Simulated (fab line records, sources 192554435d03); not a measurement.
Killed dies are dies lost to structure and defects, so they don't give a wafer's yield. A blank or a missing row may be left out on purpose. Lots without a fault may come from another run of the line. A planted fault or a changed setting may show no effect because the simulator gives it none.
Chamber matching | flow n5_finfet | N5_FIN_CUT_DESCUM_13 on rie_diel-06: 4 sister chambers
The step chemistry O2, time 7 s. 4 wafers are shown with their chamber, then 12 later ones without.

WAFERS WITH THEIR CHAMBER
wafer  | chamber | showerhead_plenum_p_Torr (Torr)
L088.5 | 1       | 2.14
L090.2 | 3       | 2.22
L090.3 | 2       | 2.14
L090.5 | 0       | 2.07

WAFERS WITHOUT THEIR CHAMBER
wafer  | showerhead_plenum_p_Torr (Torr)
L091.1 | 2.21
L091.2 | 2.07
L091.3 | 2.14
L091.4 | 2.14
L091.5 | 2.21
L091.6 | 2.14
L092.3 | 2.07
L092.5 | 2.14
L092.6 | 2.14
L095.2 | 2.21
L095.4 | 2.14
L095.6 | 2.07

WHICH CHAMBER EACH WENT THROUGH
wafer  | from the rows above     | in truth
L091.1 | 3                       | 3
L091.2 | 0                       | 0
L091.3 | can't be placed: 1 or 2 | 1
L091.4 | can't be placed: 1 or 2 | 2
L091.5 | 3                       | 3
L091.6 | can't be placed: 1 or 2 | 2
L092.3 | 0                       | 0
L092.5 | can't be placed: 1 or 2 | 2
L092.6 | can't be placed: 1 or 2 | 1
L095.2 | 3                       | 3
L095.4 | can't be placed: 1 or 2 | 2
L095.6 | 0                       | 0
Placed correctly: 6 of 12. Can't be placed from these rows: 6 (the true chamber is among the candidates in 6). Placed wrongly: 0.
How it was worked out, from the rows above alone: a wafer's distance from a chamber is the root of the sum, over the readings, of the square of ((its reading less the chamber's mean) divided by the reading's scatter). The wafer belongs to the nearest chamber; if the next one is less than 2 further off, it can't be placed. A chamber's mean is the mean of its shown wafers. The scatter: with one shown wafer a chamber, the root of the mean of the squares of how far each hidden wafer lies from its nearest shown one.
